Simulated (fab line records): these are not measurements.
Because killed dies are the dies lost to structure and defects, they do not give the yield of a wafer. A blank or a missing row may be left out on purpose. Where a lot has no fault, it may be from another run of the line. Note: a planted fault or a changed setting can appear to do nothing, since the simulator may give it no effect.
fab line records + flow n5_finfet + part 1 of 2: steps 1 to 4 of 6
[record]
- lots = 19
- wafers = 57
- last_day = 17
route steps=1938 shown ZERO_LAYER@15 PMOS_HMC_CHANNEL_EPI@68 FIN_SAQP@97
lots that met no fault: from a run of the same line without faults
start_h: start of the lot's first displayed wafer, in hours after the record's first day + wait_h: time in hours since the lot's previous step + " repeats the value in the row above + L1.1+2: one row covering several wafers at once + - either no value or no given start + * or withheld: withheld + < > ~ a bound
route shown NAME@n: NAME is a module with steps in the file, n the number in the route of the first one + usual: average and standard deviation across the fault-free wafers + same: alike in all rows + chamber/n: place in a boat + sites: the reading at each site + _std_site: the values' standard deviation + _edge_site: inner sites' mean taken away from outer sites' mean + radius_mm: how far each site lies from the wafer's centre + mask NAME#n: copy n + behind: the most recent tool/chamber to have shaped the wafer + hold: what put the lot on hold/how long, in hours/how the hold closed + device: whichever transistor did not switch (one of n, p or np) + end of line: tests of these same wafers at the route's end + where a step has no rows: the recipe by itself + killed: not the wafer's yield, but the dies lost to structure and defects at the first sort + map: the dies of a wafer, with x for killed, . for not killed, _ for no die there
set.NAME: the setting that was run; set.NAME@STEP: the one run at that earlier step + model.NAME: the simulator's own value behind a step, which no gauge read
steps of the route over a sample of lots; a table a step, a row a wafer
services: from which hour (start_h, from the record's first day; less than 0 if before it) a tool's chamber was out of use, for how many hours, and why
[[steps]]
[step N5_ZERO_LAYER_ETCH_17]
[recipe]
- chemistry = CF4
- target = SiO2
- target_depth_a = 120
- time_s = 13.3
- ion_energy_ev = 350
- pressure_mtorr = 40
- source_w = 450
- bias_w = 215
- Ar_flow_sccm = 100
- cf4_flow_sccm = 100
[usual]
- bias_w = 215.0/0.62
- drypump_motor_current_A = 5.5/0.43
- oes_product_au = 0.80/0.07
- rf_fwd_power_W = 446.0/1.5
- rf_vpp_V = 950/4.6
- showerhead_plenum_p_Torr = 2.15/0.066
- throttle_valve_pct = 15.51/0.14
| lot.wafer | tool        | chamber | start_h | wait_h | bias_w | drypump_motor_current_A | oes_product_au | rf_fwd_power_W | rf_hours_counter_h | rf_vpp_V | showerhead_plenum_p_Torr | throttle_valve_pct |
|-----------|-------------|---------|---------|--------|--------|-------------------------|----------------|----------------|--------------------|----------|--------------------------|--------------------|
| L074.1    | rie_diel-05 | 0       | 13.57   | 0.0    | 215.4  | 6.0                     | 0.89           | 443.6          | 28                 | 953      | 2.17                     | 15.40              |
| L074.2    | "           | 2       | "       | "      | 214.9  | 5.1                     | 0.92           | 446.3          | 23                 | 956      | 2.26                     | 15.27              |
| L074.4    | "           | 3       | "       | "      | 216.2  | 5.2                     | 0.95           | 445.4          | -                  | 951      | 2.18                     | 15.33              |
| L075.3    | rie_diel-05 | 3       | 19.56   | 0.0    | 214.6  | 5.2                     | 0.94           | 446.5          | 4                  | 951      | 2.18                     | 15.34              |
| L075.4    | "           | 0       | "       | "      | 214.9  | 6.0                     | 0.90           | 443.2          | -                  | 952      | 2.17                     | 15.41              |
| L075.6    | "           | 3       | "       | "      | 214.8  | 5.2                     | 0.93           | 445.6          | -                  | 952      | 2.18                     | 15.32              |
| L078.2    | rie_diel-02 | 2       | 36.93   | 0.0    | 214.3  | 5.9                     | 0.74           | 448.2          | 156                | 948      | 2.11                     | 15.58              |
| L078.3    | "           | 1       | "       | "      | 215.4  | 6.0                     | 0.82           | 449.4          | 103                | 943      | 2.08                     | 15.34              |
| L078.5    | "           | 2       | "       | "      | 214.1  | 5.9                     | 0.75           | 448.8          | -                  | 947      | 2.11                     | 15.58              |
| L079.1    | rie_diel-06 | 1       | 42.97   | 0.0    | 215.2  | 4.7                     | 0.72           | 445.5          | 185                | 949      | 2.13                     | 15.74              |
| L079.2    | "           | 3       | "       | "      | 214.4  | 5.9                     | 0.85           | 445.5          | 91                 | 940      | 2.01                     | 15.33              |
| L079.6    | "           | 0       | "       | "      | 215.0  | 5.6                     | 0.69           | 443.8          | -                  | 951      | 2.21                     | 15.76              |
| L080.1    | rie_diel-02 | 0       | 49.90   | 0.0    | 213.7  | 5.0                     | 0.77           | 445.7          | 130                | 950      | 2.15                     | 15.59              |
| L080.2    | "           | 3       | "       | "      | 214.9  | 5.4                     | 0.76           | 446.1          | 111                | 954      | 2.23                     | 15.53              |
| L080.4    | "           | 2       | "       | "      | 215.2  | 5.9                     | 0.74           | 444.6          | 161                | 949      | 2.11                     | 15.59              |
| L082.1    | rie_diel-02 | 2       | 60.84   | 0.0    | 214.8  | 5.9                     | 0.75           | 446.2          | 165                | 949      | 2.11                     | 15.60              |
| L082.2    | "           | 1       | "       | "      | 215.0  | 6.0                     | 0.82           | 448.3          | 110                | 943      | 2.08                     | 15.36              |
| L082.6    | "           | 3       | "       | "      | 215.9  | 5.5                     | 0.77           | 445.5          | -                  | 954      | 2.23                     | 15.53              |
| L083.1    | rie_diel-02 | 1       | 66.84   | 0.0    | 214.6  | 6.0                     | 0.81           | 446.2          | 112                | 945      | 2.08                     | 15.37              |
| L083.2    | "           | 2       | "       | "      | 215.5  | 5.9                     | 0.74           | 444.0          | 167                | 948      | 2.11                     | 15.62              |
| L083.5    | "           | 1       | "       | "      | 215.7  | 6.0                     | 0.81           | 443.7          | -                  | 943      | 2.08                     | 15.36              |
| L085.1    | rie_diel-02 | 1       | 78.71   | 0.0    | 215.0  | 6.0                     | 0.82           | 448.2          | 115                | 943      | 2.08                     | 15.36              |
| L085.3    | "           | 0       | "       | "      | 215.3  | 5.0                     | 0.77           | 445.4          | 139                | 948      | 2.15                     | 15.59              |
| L085.5    | "           | 0       | "       | "      | 215.8  | 5.1                     | 0.77           | 442.9          | -                  | 948      | 2.15                     | 15.58              |
| L086.1    | rie_diel-02 | 1       | 84.84   | 0.0    | 213.9  | 6.0                     | 0.81           | 445.7          | 116                | 945      | 2.08                     | 15.37              |
| L086.4    | "           | 0       | "       | "      | 215.5  | 5.0                     | 0.76           | 444.2          | 140                | 950      | 2.15                     | 15.61              |
| L086.5    | "           | 2       | "       | "      | 213.4  | 5.9                     | 0.74           | 445.6          | -                  | 949      | 2.11                     | 15.62              |
| L087.1    | rie_diel-05 | 2       | 90.84   | 0.0    | 215.0  | 5.1                     | 0.89           | 446.2          | 41                 | 957      | 2.25                     | 15.31              |
| L087.4    | "           | 0       | "       | "      | 215.6  | 6.0                     | 0.88           | 445.0          | 42                 | 950      | 2.16                     | 15.43              |
| L087.5    | "           | 0       | "       | "      | 215.9  | 6.0                     | 0.87           | 444.8          | -                  | 950      | 2.16                     | 15.45              |
| L088.1    | rie_diel-02 | 2       | 96.72   | 0.0    | 214.8  | 5.9                     | 0.75           | 447.5          | 175                | 950      | 2.11                     | 15.62              |
| L088.3    | "           | 3       | "       | "      | 214.6  | 5.5                     | 0.76           | 444.9          | 125                | 954      | 2.22                     | 15.55              |
| L088.6    | "           | 2       | "       | "      | 215.1  | 5.9                     | 0.74           | 443.9          | -                  | 948      | 2.11                     | 15.64              |
| L089.3    | rie_diel-02 | 0       | 103.31  | 0.5    | 214.7  | 5.1                     | 0.77           | 445.1          | 145                | 947      | 2.15                     | 15.61              |
| L089.4    | "           | 3       | "       | "      | 215.1  | 5.5                     | 0.76           | 444.1          | 127                | 954      | 2.22                     | 15.56              |
| L089.6    | "           | 0       | "       | "      | 214.8  | 5.0                     | 0.77           | 443.2          | -                  | 949      | 2.15                     | 15.60              |
| L090.4    | rie_diel-02 | 1       | 108.84  | 0.0    | 214.8  | 6.0                     | 0.82           | 448.1          | 123                | 944      | 2.07                     | 15.39              |
| L090.5    | "           | 3       | "       | "      | 216.1  | 5.5                     | 0.76           | 446.3          | -                  | 954      | 2.22                     | 15.57              |
| L090.6    | "           | 0       | "       | "      | 215.7  | 5.0                     | 0.77           | 444.1          | -                  | 949      | 2.15                     | 15.61              |
| L091.2    | rie_diel-06 | 1       | 114.89  | 0.0    | 215.1  | 4.7                     | 0.69           | 447.2          | 211                | 948      | 2.12                     | 15.79              |
| L091.3    | "           | 3       | "       | "      | 214.8  | 5.9                     | 0.82           | 447.0          | 118                | 939      | 2.00                     | 15.35              |
| L091.5    | "           | 3       | "       | "      | 215.2  | 5.9                     | 0.81           | 447.3          | -                  | 938      | 2.00                     | 15.34              |
| L092.2    | rie_diel-02 | 2       | 120.71  | 0.0    | 215.7  | 5.9                     | 0.75           | 446.2          | 182                | 948      | 2.10                     | 15.65              |
| L092.4    | "           | 1       | "       | "      | 215.3  | 6.0                     | 0.80           | 447.9          | 126                | 944      | 2.07                     | 15.40              |
| L092.5    | "           | 1       | "       | "      | 215.7  | 6.0                     | 0.81           | 446.3          | -                  | 943      | 2.07                     | 15.39              |
| L094.2    | rie_diel-05 | 3       | 132.84  | 0.0    | 214.5  | 5.2                     | 0.86           | 445.0          | 31                 | 951      | 2.17                     | 15.38              |
| L094.4    | "           | 1       | "       | "      | 214.5  | 5.8                     | 0.91           | 444.9          | 24                 | 952      | 2.20                     | 15.54              |
| L094.6    | "           | 2       | "       | "      | 215.1  | 5.1                     | 0.85           | 448.2          | -                  | 957      | 2.25                     | 15.34              |
| L095.1    | rie_diel-02 | 2       | 138.74  | 0.0    | 214.7  | 5.9                     | 0.73           | 446.5          | 188                | 949      | 2.10                     | 15.64              |
| L095.3    | "           | 1       | "       | "      | 215.5  | 6.0                     | 0.80           | 445.9          | 133                | 943      | 2.07                     | 15.40              |
| L095.5    | "           | 0       | "       | "      | 215.7  | 5.0                     | 0.76           | 444.9          | -                  | 947      | 2.14                     | 15.63              |
| L096.2    | rie_diel-02 | 3       | 144.86  | 0.0    | 213.9  | 5.5                     | 0.74           | 444.3          | 138                | 955      | 2.22                     | 15.58              |
| L096.4    | "           | 0       | "       | "      | 213.7  | 5.0                     | 0.75           | 445.2          | 160                | 949      | 2.14                     | 15.63              |
| L096.6    | "           | 3       | "       | "      | 214.6  | 5.5                     | 0.74           | 445.9          | -                  | 953      | 2.22                     | 15.59              |
| L097.2    | rie_diel-06 | 1       | 151.04  | 0.0    | 215.4  | 4.7                     | 0.68           | 447.0          | 225                | 949      | 2.12                     | 15.82              |
| L097.3    | "           | 3       | "       | "      | 214.7  | 5.9                     | 0.79           | 447.3          | 131                | 938      | 1.99                     | 15.38              |
| L097.4    | "           | 2       | "       | "      | 215.3  | 5.4                     | 0.85           | 447.3          | 82                 | 955      | 2.25                     | 15.48              |
[step N5_PMOS_HMC_CHANNEL_EPI_DESCUM_14]
[recipe]
- chemistry = O2
- time_s = 7.9
- source_power_w = 50
- bias_power_w = 20
- pressure_mtorr = 20
- rf_frequency_hz = 2.712e+07
- temp_c = 40
- resist = CAR-ArF-block
- o2_flow_sccm = 225
[usual]
- drypump_motor_current_A = 5.5/0.44
- o2_flow_sccm = 225.0/0.62
- oes_product_au = 0.79/0.067
- rf_fwd_power_W = 49.38/0.2
- rf_vpp_V = 243.3/1.5
- showerhead_plenum_p_Torr = 2.10/0.087
- throttle_valve_pct = 20.30/0.19
| lot.wafer | tool        | chamber | start_h | wait_h | drypump_motor_current_A | o2_flow_sccm | oes_product_au | rf_fwd_power_W | rf_hours_counter_h | rf_vpp_V | showerhead_plenum_p_Torr | throttle_valve_pct |
|-----------|-------------|---------|---------|--------|-------------------------|--------------|----------------|----------------|--------------------|----------|--------------------------|--------------------|
| L074.1    | rie_diel-02 | 2       | 18.96   | 1.1    | 5.9                     | 225.3        | 0.76           | 49.56          | 147                | 244.1    | 2.08                     | 20.41              |
| L074.2    | "           | 1       | "       | "      | 6.0                     | 224.7        | 0.83           | 49.70          | 94                 | 241.1    | 2.01                     | 19.90              |
| L074.4    | "           | 0       | "       | "      | 5.1                     | 225.4        | 0.80           | 49.40          | 116                | 243.2    | 2.12                     | 20.40              |
| L075.3    | rie_diel-06 | 3       | 25.57   | 0.9    | 5.9                     | 225.8        | 0.85           | 49.62          | 83                 | 240.5    | 1.94                     | 19.99              |
| L075.4    | "           | 0       | "       | "      | 5.6                     | 225.3        | 0.70           | 49.12          | 222                | 242.8    | 2.13                     | 20.21              |
| L075.6    | "           | 2       | "       | "      | 5.4                     | 225.5        | 0.91           | 49.61          | -                  | 244.8    | 2.25                     | 20.38              |
| L078.2    | rie_diel-02 | 0       | 42.14   | 0.5    | 5.0                     | 224.4        | 0.79           | 49.29          | 127                | 242.1    | 2.11                     | 20.42              |
| L078.3    | "           | 2       | "       | "      | 5.9                     | 225.1        | 0.75           | 49.26          | 159                | 244.4    | 2.07                     | 20.42              |
| L078.5    | "           | 0       | "       | "      | 5.0                     | 224.2        | 0.78           | 49.08          | -                  | 243.2    | 2.11                     | 20.43              |
| L079.1    | rie_diel-06 | 0       | 48.30   | 0.6    | 5.7                     | 225.1        | 0.69           | 49.11          | 232                | 244.8    | 2.13                     | 20.21              |
| L079.2    | "           | 3       | "       | "      | 5.9                     | 224.0        | 0.84           | 49.56          | 94                 | 240.8    | 1.94                     | 20.01              |
| L079.6    | "           | 1       | "       | "      | 4.7                     | 225.3        | 0.71           | 49.42          | -                  | 241.9    | 2.08                     | 20.42              |
| L080.1    | rie_diel-02 | 1       | 54.36   | 0.0    | 6.0                     | 225.1        | 0.81           | 49.38          | 108                | 242.3    | 2.00                     | 19.93              |
| L080.2    | "           | 2       | "       | "      | 5.9                     | 225.0        | 0.74           | 49.39          | 163                | 243.9    | 2.07                     | 20.45              |
| L080.4    | "           | 0       | "       | "      | 5.0                     | 226.5        | 0.77           | 49.15          | 131                | 244.1    | 2.11                     | 20.43              |
| L082.1    | rie_diel-02 | 3       | 65.60   | 0.0    | 5.5                     | 225.3        | 0.76           | 49.43          | 116                | 245.4    | 2.18                     | 20.28              |
| L082.2    | "           | 1       | "       | "      | 6.0                     | 225.1        | 0.82           | 49.70          | 111                | 243.0    | 2.00                     | 19.93              |
| L082.6    | "           | 3       | "       | "      | 5.5                     | 225.0        | 0.76           | 49.17          | -                  | 246.2    | 2.18                     | 20.26              |
| L083.1    | rie_diel-02 | 2       | 71.48   | 0.0    | 5.9                     | 225.2        | 0.75           | 49.35          | 168                | 245.5    | 2.07                     | 20.44              |
| L083.2    | "           | 0       | "       | "      | 5.1                     | 225.4        | 0.77           | 49.27          | 137                | 243.8    | 2.11                     | 20.43              |
| L083.5    | "           | 0       | "       | "      | 5.0                     | 225.1        | 0.78           | 49.12          | -                  | 243.6    | 2.11                     | 20.45              |
| L085.1    | rie_diel-02 | 1       | 83.18   | 0.0    | 6.0                     | 223.2        | 0.81           | 49.79          | 116                | 242.8    | 2.00                     | 19.93              |
| L085.3    | "           | 3       | "       | "      | 5.5                     | 225.9        | 0.78           | 49.22          | 121                | 244.2    | 2.18                     | 20.27              |
| L085.5    | "           | 1       | "       | "      | 6.0                     | 223.8        | 0.82           | 49.77          | -                  | 243.4    | 2.00                     | 19.93              |
| L086.1    | rie_diel-02 | 2       | 89.26   | 0.0    | 5.9                     | 224.0        | 0.75           | 49.23          | 172                | 242.4    | 2.07                     | 20.46              |
| L086.4    | "           | 1       | "       | "      | 6.0                     | 224.5        | 0.81           | 49.65          | 118                | 242.2    | 2.00                     | 19.94              |
| L086.5    | "           | 2       | "       | "      | 5.9                     | 224.6        | 0.75           | 49.26          | -                  | 241.2    | 2.07                     | 20.47              |
| L087.1    | rie_diel-02 | 1       | 95.88   | 0.4    | 6.0                     | 225.5        | 0.81           | 49.52          | 120                | 241.7    | 2.00                     | 19.94              |
| L087.4    | "           | 3       | "       | "      | 5.4                     | 225.1        | 0.76           | 49.23          | 125                | 245.5    | 2.18                     | 20.28              |
| L087.5    | "           | 0       | "       | "      | 5.1                     | 225.2        | 0.76           | 49.17          | -                  | 242.6    | 2.11                     | 20.44              |
| L088.1    | rie_diel-06 | 0       | 101.63  | 0.7    | 5.7                     | 224.8        | 0.67           | 49.03          | 252                | 243.5    | 2.12                     | 20.25              |
| L088.3    | "           | 3       | "       | "      | 5.9                     | 226.0        | 0.83           | 49.41          | 112                | 240.0    | 1.93                     | 20.03              |
| L088.6    | "           | 1       | "       | "      | 4.7                     | 224.6        | 0.70           | 49.26          | -                  | 242.5    | 2.08                     | 20.47              |
| L089.3    | rie_diel-02 | 3       | 108.28  | 0.1    | 5.5                     | 225.2        | 0.76           | 49.31          | 128                | 243.2    | 2.18                     | 20.29              |
| L089.4    | "           | 0       | "       | "      | 5.0                     | 224.8        | 0.77           | 49.31          | 147                | 242.2    | 2.11                     | 20.48              |
| L089.6    | "           | 2       | "       | "      | 5.9                     | 225.3        | 0.74           | 49.43          | -                  | 242.9    | 2.06                     | 20.47              |
| L090.4    | rie_diel-06 | 1       | 113.55  | 0.1    | 4.7                     | 225.0        | 0.69           | 49.23          | -                  | 242.3    | 2.07                     | 20.47              |
| L090.5    | "           | 3       | "       | "      | 5.9                     | 224.9        | 0.82           | 49.60          | -                  | 240.3    | 1.93                     | 20.04              |
| L090.6    | "           | 2       | "       | "      | 5.4                     | 225.0        | 0.86           | 49.38          | -                  | 244.4    | 2.24                     | 20.41              |
| L091.2    | rie_diel-06 | 1       | 119.43  | 0.0    | 4.7                     | 225.5        | 0.69           | 49.21          | 213                | 243.1    | 2.07                     | 20.47              |
| L091.3    | "           | 2       | "       | "      | 5.4                     | 224.4        | 0.85           | 49.50          | 70                 | 245.2    | 2.24                     | 20.44              |
| L091.5    | "           | 1       | "       | "      | 4.7                     | 223.7        | 0.69           | 49.48          | -                  | 241.8    | 2.07                     | 20.47              |
| L092.2    | rie_diel-05 | 1       | 124.93  | 0.0    | 5.9                     | 223.9        | 0.93           | 49.10          | 22                 | 245.1    | 2.15                     | 20.55              |
| L092.4    | "           | 2       | "       | "      | 5.1                     | 224.2        | 0.86           | 49.50          | 51                 | 245.2    | 2.22                     | 20.34              |
| L092.5    | "           | 0       | "       | "      | 6.1                     | 225.7        | 0.85           | 48.85          | -                  | 243.9    | 2.12                     | 20.25              |
| L094.2    | rie_diel-05 | 0       | 137.26  | 0.2    | 6.0                     | 224.6        | 0.85           | 49.00          | 56                 | 244.1    | 2.12                     | 20.26              |
| L094.4    | "           | 2       | "       | "      | 5.1                     | 225.6        | 0.86           | 49.30          | 55                 | 243.9    | 2.22                     | 20.34              |
| L094.6    | "           | 3       | "       | "      | 5.2                     | 224.4        | 0.87           | 49.58          | -                  | 243.2    | 2.14                     | 20.37              |
| L095.1    | rie_diel-02 | 2       | 144.07  | 0.0    | 5.9                     | 225.6        | 0.73           | 49.51          | 190                | 242.0    | 2.06                     | 20.49              |
| L095.3    | "           | 1       | "       | "      | 6.0                     | 225.0        | 0.80           | 49.68          | 135                | 243.0    | 1.99                     | 19.98              |
| L095.5    | "           | 2       | "       | "      | 5.9                     | 225.0        | 0.73           | 49.68          | -                  | 243.5    | 2.06                     | 20.48              |
| L096.2    | rie_diel-06 | 2       | 149.39  | 0.3    | 5.4                     | 225.2        | 0.84           | 49.52          | 82                 | 244.9    | 2.23                     | 20.44              |
| L096.4    | "           | 3       | "       | "      | 5.9                     | 225.6        | 0.81           | 49.71          | 131                | 240.4    | 1.93                     | 20.07              |
| L096.6    | "           | 1       | "       | "      | 4.7                     | 225.2        | 0.68           | 49.34          | -                  | 243.1    | 2.07                     | 20.52              |
| L097.2    | rie_diel-06 | 2       | 155.96  | 0.0    | 5.4                     | 226.0        | 0.84           | 49.62          | 84                 | 244.9    | 2.23                     | 20.44              |
| L097.3    | "           | 0       | "       | "      | 5.7                     | 224.3        | 0.96           | 49.29          | 8                  | 244.0    | 2.12                     | 20.03              |
| L097.4    | "           | 3       | "       | "      | 5.9                     | 223.5        | 0.79           | 49.48          | 132                | 239.5    | 1.93                     | 20.07              |
[step N5_FIN_SAQP_THK_MEAS_05]
[usual]
- thk_nm = 38.0/0.53
| lot.wafer | tool          | chamber | start_h | wait_h | thk_nm |
|-----------|---------------|---------|---------|--------|--------|
| L074.1    | film_metro-01 | -       | 23.21   | 0.1    | 38.2   |
| L074.2    | "             | -       | "       | "      | 38.2   |
| L074.4    | "             | -       | "       | "      | 38.5   |
| L075.3    | film_metro-02 | -       | 29.18   | 0.1    | 37.6   |
| L075.4    | "             | -       | "       | "      | 37.7   |
| L075.6    | "             | -       | "       | "      | 37.5   |
| L078.2    | film_metro-01 | -       | 45.64   | 0.1    | 37.6   |
| L078.3    | "             | -       | "       | "      | 37.4   |
| L078.5    | "             | -       | "       | "      | 38.5   |
| L079.1    | film_metro-01 | -       | 51.86   | 0.1    | 37.5   |
| L079.2    | "             | -       | "       | "      | 37.0   |
| L079.6    | "             | -       | "       | "      | 38.5   |
| L080.1    | film_metro-01 | -       | 58.77   | 0.1    | 37.3   |
| L080.2    | "             | -       | "       | "      | 37.8   |
| L080.4    | "             | -       | "       | "      | 38.2   |
| L082.1    | film_metro-02 | -       | 69.39   | 0.1    | 37.7   |
| L082.2    | "             | -       | "       | "      | 37.5   |
| L082.6    | "             | -       | "       | "      | 38.5   |
| L083.1    | film_metro-01 | -       | 75.94   | 0.1    | 38.2   |
| L083.2    | "             | -       | "       | "      | 37.9   |
| L083.5    | "             | -       | "       | "      | 39.4   |
| L085.1    | film_metro-01 | -       | 87.85   | 0.1    | 38.7   |
| L085.3    | "             | -       | "       | "      | 38.3   |
| L085.5    | "             | -       | "       | "      | 38.0   |
| L086.1    | film_metro-02 | -       | 94.23   | 0.1    | 37.7   |
| L086.4    | "             | -       | "       | "      | 37.6   |
| L086.5    | "             | -       | "       | "      | 38.6   |
| L087.1    | film_metro-02 | -       | 99.38   | 0.1    | 38.4   |
| L087.4    | "             | -       | "       | "      | 39.2   |
| L087.5    | "             | -       | "       | "      | 37.9   |
| L088.1    | film_metro-01 | -       | 106.69  | 0.1    | 38.0   |
| L088.3    | "             | -       | "       | "      | 37.7   |
| L088.6    | "             | -       | "       | "      | 38.5   |
| L089.3    | film_metro-02 | -       | 112.16  | 0.1    | 37.6   |
| L089.4    | "             | -       | "       | "      | 37.9   |
| L089.6    | "             | -       | "       | "      | 38.9   |
| L090.4    | film_metro-02 | -       | 117.19  | 0.0    | 38.3   |
| L090.5    | "             | -       | "       | "      | 38.7   |
| L090.6    | "             | -       | "       | "      | 38.3   |
| L091.2    | film_metro-01 | -       | 123.33  | 0.1    | 37.5   |
| L091.3    | "             | -       | "       | "      | 38.5   |
| L091.5    | "             | -       | "       | "      | 37.9   |
| L092.2    | film_metro-02 | -       | 128.69  | 0.1    | 37.5   |
| L092.4    | "             | -       | "       | "      | 38.0   |
| L092.5    | "             | -       | "       | "      | 38.1   |
| L094.2    | film_metro-02 | -       | 141.05  | 0.1    | 38.0   |
| L094.4    | "             | -       | "       | "      | 38.7   |
| L094.6    | "             | -       | "       | "      | 39.0   |
| L095.1    | film_metro-02 | -       | 147.95  | 0.1    | 38.3   |
| L095.3    | "             | -       | "       | "      | 38.4   |
| L095.5    | "             | -       | "       | "      | 39.2   |
| L096.2    | film_metro-01 | -       | 153.26  | 0.1    | 37.8   |
| L096.4    | "             | -       | "       | "      | 37.6   |
| L096.6    | "             | -       | "       | "      | 38.0   |
| L097.2    | film_metro-02 | -       | 159.35  | 0.1    | 38.0   |
| L097.3    | "             | -       | "       | "      | 38.6   |
| L097.4    | "             | -       | "       | "      | 38.1   |
[step N5_FIN_SAQP_RECESS_71]
[recipe]
- chemistry = HF/NH3
- target = SiO2
- target_depth_a = 30
- afs_cycles = 1
- temp_c = 30
- sublimation_temp_c = 180
- sublimation_time_s = 60
[usual]
- drypump_motor_current_A = 5.3/0.35
| lot.wafer | tool          | chamber | start_h | wait_h | drypump_motor_current_A |
|-----------|---------------|---------|---------|--------|-------------------------|
| L074.1    | vapor_etch-02 | 1       | 27.14   | 0.0    | 4.9                     |
| L074.2    | "             | 0       | "       | "      | 5.2                     |
| L074.4    | "             | 0       | "       | "      | 5.2                     |
| L075.3    | vapor_etch-02 | 1       | 33.12   | 0.1    | 4.9                     |
| L075.4    | "             | 0       | "       | "      | 5.2                     |
| L075.6    | "             | 0       | "       | "      | 5.2                     |
| L078.2    | vapor_etch-02 | 0       | 49.42   | 0.0    | 5.2                     |
| L078.3    | "             | 0       | "       | "      | 5.2                     |
| L078.5    | "             | 0       | "       | "      | 5.2                     |
| L079.1    | vapor_etch-02 | 1       | 56.15   | 0.0    | 4.9                     |
| L079.2    | "             | 0       | "       | "      | 5.2                     |
| L079.6    | "             | 1       | "       | "      | 4.9                     |
| L080.1    | vapor_etch-01 | 1       | 62.96   | 0.0    | 5.9                     |
| L080.2    | "             | 0       | "       | "      | 5.4                     |
| L080.4    | "             | 1       | "       | "      | 6.0                     |
| L082.1    | vapor_etch-02 | 0       | 73.15   | 0.0    | 5.2                     |
| L082.2    | "             | 1       | "       | "      | 4.9                     |
| L082.6    | "             | 1       | "       | "      | 4.9                     |
| L083.1    | vapor_etch-02 | 1       | 80.07   | 0.0    | 4.9                     |
| L083.2    | "             | 0       | "       | "      | 5.2                     |
| L083.5    | "             | 0       | "       | "      | 5.1                     |
| L085.1    | vapor_etch-02 | 1       | 91.99   | 0.0    | 4.9                     |
| L085.3    | "             | 0       | "       | "      | 5.2                     |
| L085.5    | "             | 1       | "       | "      | 4.9                     |
| L086.1    | vapor_etch-01 | 1       | 98.96   | 0.0    | 6.0                     |
| L086.4    | "             | 1       | "       | "      | 5.9                     |
| L086.5    | "             | 0       | "       | "      | 5.4                     |
| L087.1    | vapor_etch-02 | 1       | 103.12  | 0.0    | 4.9                     |
| L087.4    | "             | 0       | "       | "      | 5.2                     |
| L087.5    | "             | 1       | "       | "      | 4.9                     |
| L088.1    | vapor_etch-01 | 1       | 110.36  | 0.0    | 5.9                     |
| L088.3    | "             | 1       | "       | "      | 6.0                     |
| L088.6    | "             | 1       | "       | "      | 5.9                     |
| L089.3    | vapor_etch-02 | 1       | 116.27  | 0.1    | 4.9                     |
| L089.4    | "             | 0       | "       | "      | 5.2                     |
| L089.6    | "             | 0       | "       | "      | 5.2                     |
| L090.4    | vapor_etch-01 | 0       | 120.93  | 0.1    | 5.4                     |
| L090.5    | "             | 1       | "       | "      | 5.9                     |
| L090.6    | "             | 0       | "       | "      | 5.4                     |
| L091.2    | vapor_etch-01 | 0       | 127.55  | 0.0    | 5.4                     |
| L091.3    | "             | 0       | "       | "      | 5.4                     |
| L091.5    | "             | 0       | "       | "      | 5.4                     |
| L092.2    | vapor_etch-02 | 0       | 133.23  | 0.0    | 5.2                     |
| L092.4    | "             | 1       | "       | "      | 4.9                     |
| L092.5    | "             | 1       | "       | "      | 4.9                     |
| L094.2    | vapor_etch-01 | 1       | 145.52  | 0.0    | 5.9                     |
| L094.4    | "             | 1       | "       | "      | 5.9                     |
| L094.6    | "             | 0       | "       | "      | 5.4                     |
| L095.1    | vapor_etch-02 | 0       | 151.52  | 0.0    | 5.1                     |
| L095.3    | "             | 0       | "       | "      | 5.2                     |
| L095.5    | "             | 0       | "       | "      | 5.2                     |
| L096.2    | vapor_etch-02 | 0       | 157.73  | 0.0    | 5.2                     |
| L096.4    | "             | 1       | "       | "      | 4.9                     |
| L096.6    | "             | 0       | "       | "      | 5.2                     |
| L097.2    | vapor_etch-01 | 1       | 164.26  | 0.0    | 6.0                     |
| L097.3    | "             | 0       | "       | "      | 5.4                     |
| L097.4    | "             | 1       | "       | "      | 6.0                     |
